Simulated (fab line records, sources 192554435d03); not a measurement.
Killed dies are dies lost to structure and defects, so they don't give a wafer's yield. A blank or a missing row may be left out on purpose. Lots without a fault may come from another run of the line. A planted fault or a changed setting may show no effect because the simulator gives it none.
Which tool did it? | flow n5_finfet | 11 lots, 33 wafers sampled, at 3 steps of a route of 1938

WHAT THE GAUGES READ, wafer by wafer
N5_BEOL_M6_THK_MEAS_53: measures by xrf.
lot  | measured     | on            | M6_THK (nm)
L643 | day 8 22:31  | film_metro-02 | 77.3 80.4 79.4
L646 | day 9 06:58  | film_metro-02 | 82.4 80.0 85.0
L645 | day 9 11:30  | film_metro-01 | 78.3 79.8 79.0
L649 | day 10 12:11 | film_metro-02 | 77.3 79.9 76.8
L651 | day 10 13:45 | film_metro-02 | 77.0 76.4 79.4
L650 | day 10 18:29 | film_metro-01 | 83.2 79.8 81.7
L657 | day 12 02:44 | film_metro-01 | 80.7 80.6 79.6
L659 | day 13 03:25 | film_metro-02 | 78.0 79.1 77.4
L661 | day 13 10:07 | film_metro-01 | 82.4 80.2 81.3
L663 | day 14 01:20 | film_metro-01 | 82.5 85.3 82.3
L664 | day 14 05:19 | film_metro-01 | 75.6 77.8 76.5

N5_BEOL_M7_OVL_MEAS_12.
lot  | measured     | on         | M7_OVL (nm)
L643 | day 9 00:58  | overlay-01 | 0.4 0.0 0.5
L646 | day 9 09:33  | overlay-01 | -0.1 0.2 -0.4
L645 | day 9 13:07  | overlay-01 | 0.1 -1.1 -0.9
L649 | day 10 14:25 | overlay-01 | 0.5 0.6 -0.3
L651 | day 10 15:31 | overlay-02 | -0.2 0.0 -0.3
L650 | day 10 20:53 | overlay-01 | -0.3 -0.9 -0.5
L657 | day 12 04:46 | overlay-02 | 0.0 -0.5 -0.5
L659 | day 13 06:38 | overlay-01 | 1.4 0.6 1.1
L661 | day 13 11:32 | overlay-01 | 1.4 0.3 0.3
L663 | day 14 02:37 | overlay-02 | -0.4 -0.5 -0.5
L664 | day 14 08:25 | overlay-01 | -0.3 1.0 -0.3

WHICH TOOL RAN EACH LOT (tool, then ch and the chambers of the sampled wafers, then the start)
lot  | N5_BEOL_M6_DEP_56
L643 | pecvd-04 ch 0,1, day 8 22:35
L646 | pecvd-02 ch 0,1,2, day 9 07:02
L645 | pecvd-03 ch 1,2, day 9 11:34
L649 | pecvd-02 ch 0,2, day 10 12:16
L651 | pecvd-03 ch 0,1,2, day 10 13:49
L650 | pecvd-03 ch 1,2, day 10 18:34
L657 | pecvd-04 ch 0,1, day 12 02:49
L659 | pecvd-04 ch 0,1, day 13 03:29
L661 | pecvd-03 ch 0,2, day 13 10:11
L663 | pecvd-04 ch 0,1,2, day 14 01:25
L664 | pecvd-03 ch 0,1,2, day 14 05:23
- N5_BEOL_M6_DEP_56: deposits SiCN from 3MS/NH3, target thk 10 nm, time 17.5 s.

WHAT THE TOOLS THEMSELVES READ (means of the sampled wafers that have a number; where no wafer has one, the mark that the record gives instead)
N5_BEOL_M6_DEP_56.
lot  | tool     | showerhead_plenum_p_Torr (Torr) | throttle_valve_pct (%)
L643 | pecvd-04 | 3.663                           | 9.4
L646 | pecvd-02 | 3.667                           | 9.3
L645 | pecvd-03 | 3.667                           | 9.1
L649 | pecvd-02 | 3.660                           | 9.0
L651 | pecvd-03 | 3.672                           | 9.4
L650 | pecvd-03 | 3.672                           | 9.1
L657 | pecvd-04 | 3.658                           | 9.8
L659 | pecvd-04 | 3.657                           | 9.9
L661 | pecvd-03 | 3.678                           | 9.1
L663 | pecvd-04 | 3.668                           | 9.2
L664 | pecvd-03 | 3.679                           | 9.5

THE ANSWER, worked out from the rows above alone
Rule: what is usual is taken from the lots themselves. Put in order of their means at a reading, lots are off if they are a third of the lots or fewer, leave a main group of 4 or more, and stand apart from it by a gap of 3 or more times the standard deviation of the main group's means; of several such gaps the widest counts. A main group whose means are all the same, to the digits that the tables above print for the reading, isn't used. A lot without any number at a reading at which 4 lots or more have one is off too. The other lots that the step has rows for count as sound. The gauges are gone through in route order, then the tools' own readings, and for those a lot's mean is taken as printed above. The first step at which some lot is off is used, and at that step the reading that is off furthest; a lot without a number counts as furthest.
No lot is off at any reading shown: from this, nothing can be told.

WHAT THE SIMULATOR HAD PUT IN
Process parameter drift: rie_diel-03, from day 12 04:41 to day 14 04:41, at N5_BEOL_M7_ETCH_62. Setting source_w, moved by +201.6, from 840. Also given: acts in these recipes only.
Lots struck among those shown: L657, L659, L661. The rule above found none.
